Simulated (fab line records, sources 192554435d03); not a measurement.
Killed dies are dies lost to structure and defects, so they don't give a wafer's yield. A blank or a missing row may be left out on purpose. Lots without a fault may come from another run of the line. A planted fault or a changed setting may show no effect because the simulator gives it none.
Split-lot experiment | flow n5_finfet | 7 lots, 39 wafers read, on a route of 1938 steps

THE SPLIT
At N5_GATE_CUT_ALD_22 (deposits SiNx, target thk 16 nm, pulse time 1 s, ald cycles 320), the setting ald_cycles was moved away from the recipe's 320 on 15 of the 39 wafers read, by -48.4% to +24.7%. The other wafers ran this setting at the recipe's value.

The reading is taken at the split's own step.

THE READING
SiNx_of_GATE_CUT_ALD_22.thk_nm (the simulator's own value, which no gauge read), in nm, at N5_GATE_CUT_ALD_22 (deposits SiNx, target thk 16 nm, pulse time 1 s, ald cycles 320). The file gives no usual value for it. The 24 wafers here that ran the recipe average 16.0 nm, standard deviation 0.099 nm.

wafer  | tool, chamber at the split | ald_cycles as run | against the recipe | SiNx_of_GATE_CUT_ALD_22.thk_nm, nm | against lot-mates on the recipe
L082.3 | ald_sin-01, 3,1,0          | 320               | recipe             | 16                                 | -
L082.5 | ald_sin-01, 3,1,0          | 320               | recipe             | 16                                 | -
L082.6 | ald_sin-01, 3,1,0          | 320               | recipe             | 16                                 | -
L083.1 | ald_sin-04, 0,3,0          | 197               | -38.4%             | 9.8                                | -6.3
L083.4 | ald_sin-04, 0,3,0          | 197               | -38.4%             | 9.8                                | -6.3
L083.5 | ald_sin-04, 0,3,0          | 197               | -38.4%             | 9.8                                | -6.3
L083.2 | ald_sin-04, 2              | 320               | recipe             | 16.2                               | -
L083.3 | ald_sin-04, 1              | 320               | recipe             | 16                                 | -
L083.6 | ald_sin-04, 1              | 320               | recipe             | 16                                 | -
L086.1 | ald_sin-04, 0,3,1,3,2      | 320               | recipe             | 16                                 | -
L086.2 | ald_sin-04, 0,3,1,3,2      | 320               | recipe             | 16                                 | -
L086.4 | ald_sin-04, 0,3,1,3,2      | 320               | recipe             | 16                                 | -
L086.5 | ald_sin-04, 0,3,1,3,2      | 320               | recipe             | 16                                 | -
L086.6 | ald_sin-04, 0,3,1,3,2      | 320               | recipe             | 16                                 | -
L086.3 | ald_sin-04, 2              | 320               | recipe             | 16.2                               | -
L088.1 | ald_sin-01, 3              | 320               | recipe             | 15.8                               | -
L088.2 | ald_sin-01, 2,1,0          | 242               | -24.4%             | 12                                 | -3.9
L088.3 | ald_sin-01, 2,1,0          | 242               | -24.4%             | 12                                 | -3.9
L088.4 | ald_sin-01, 2,1,0          | 242               | -24.4%             | 12                                 | -3.9
L088.5 | ald_sin-01, 2,3            | 320               | recipe             | 16                                 | -
L088.6 | ald_sin-01, 2,3            | 320               | recipe             | 16                                 | -
L092.1 | ald_sin-03, 3,1            | 165               | -48.4%             | 8.2                                | -7.9
L092.2 | ald_sin-03, 3,1            | 165               | -48.4%             | 8.2                                | -7.9
L092.3 | ald_sin-03, 0              | 165               | -48.4%             | 8.4                                | -7.7
L092.4 | ald_sin-03, 2              | 320               | recipe             | 16.2                               | -
L092.6 | ald_sin-03, 2              | 320               | recipe             | 16.2                               | -
L092.5 | ald_sin-03, 3              | 320               | recipe             | 16                                 | -
L093.1 | ald_sin-03, 1              | 320               | recipe             | 15.8                               | -
L093.2 | ald_sin-03, 0,3,2          | 399               | +24.7%             | 19.8                               | +3.9
L093.3 | ald_sin-03, 0,3,2          | 399               | +24.7%             | 19.8                               | +3.9
L093.6 | ald_sin-03, 0,3,2          | 399               | +24.7%             | 19.8                               | +3.9
L093.4 | ald_sin-03, 2,3            | 320               | recipe             | 16                                 | -
L093.5 | ald_sin-03, 2,3            | 320               | recipe             | 16                                 | -
L097.1 | ald_sin-04, 3,1            | 390               | +21.9%             | 19.4                               | +3.4
L097.5 | ald_sin-04, 3,1            | 390               | +21.9%             | 19.4                               | +3.4
L097.2 | ald_sin-04, 0              | 390               | +21.9%             | 19.6                               | +3.6
L097.3 | ald_sin-04, 2,1,2          | 320               | recipe             | 16                                 | -
L097.4 | ald_sin-04, 2,1,2          | 320               | recipe             | 16                                 | -
L097.6 | ald_sin-04, 2,1,2          | 320               | recipe             | 16                                 | -
Where a row lists several chambers, the file gives one row for several wafers and doesn't say which wafer went through which chamber.

THE FIT
A straight line over all 39 wafers: SiNx_of_GATE_CUT_ALD_22.thk_nm changes by +0.16 nm for each +1% of ald_cycles; r = +1.00; the points scatter about the line by 0.1 nm.
The same after taking each lot's own level away (the mean of its wafers on the recipe; 39 wafers): +0.161 nm for each +1%; r = +1.00; scatter 0.082 nm.
On that fit, the largest move of ald_cycles shifts the reading by 7.8 nm.
The lots' own levels span 15.93 to 16.13 nm, that is 2.0 times the standard deviation above.
So the lot-to-lot level changes the slope little: the two slopes agree.
Check: with one of the wafers moved furthest among these (-48.4%) left out of the fit, the line predicts -7.81 nm for it against its lot-mates. It came out at -7.93 nm against them.

OTHER SPLITS ON THESE WAFERS
These wafers also went through other splits before the reading. Each is held against what the fit with the lots' levels taken away leaves over:
other split on the same wafers       | wafers away from the commonest value | r with SiNx_of_GATE_CUT_ALD_22.thk_nm (lot level and that fit taken away)
N5_DUMMY_GATE_ETCH_31 target_depth_a | 15                                   | +0.19

THE FILE'S OWN FIT
SiNx_of_GATE_CUT_ALD_22.thk_nm changes by +0.161 nm for each +1% of ald_cycles, r = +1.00.
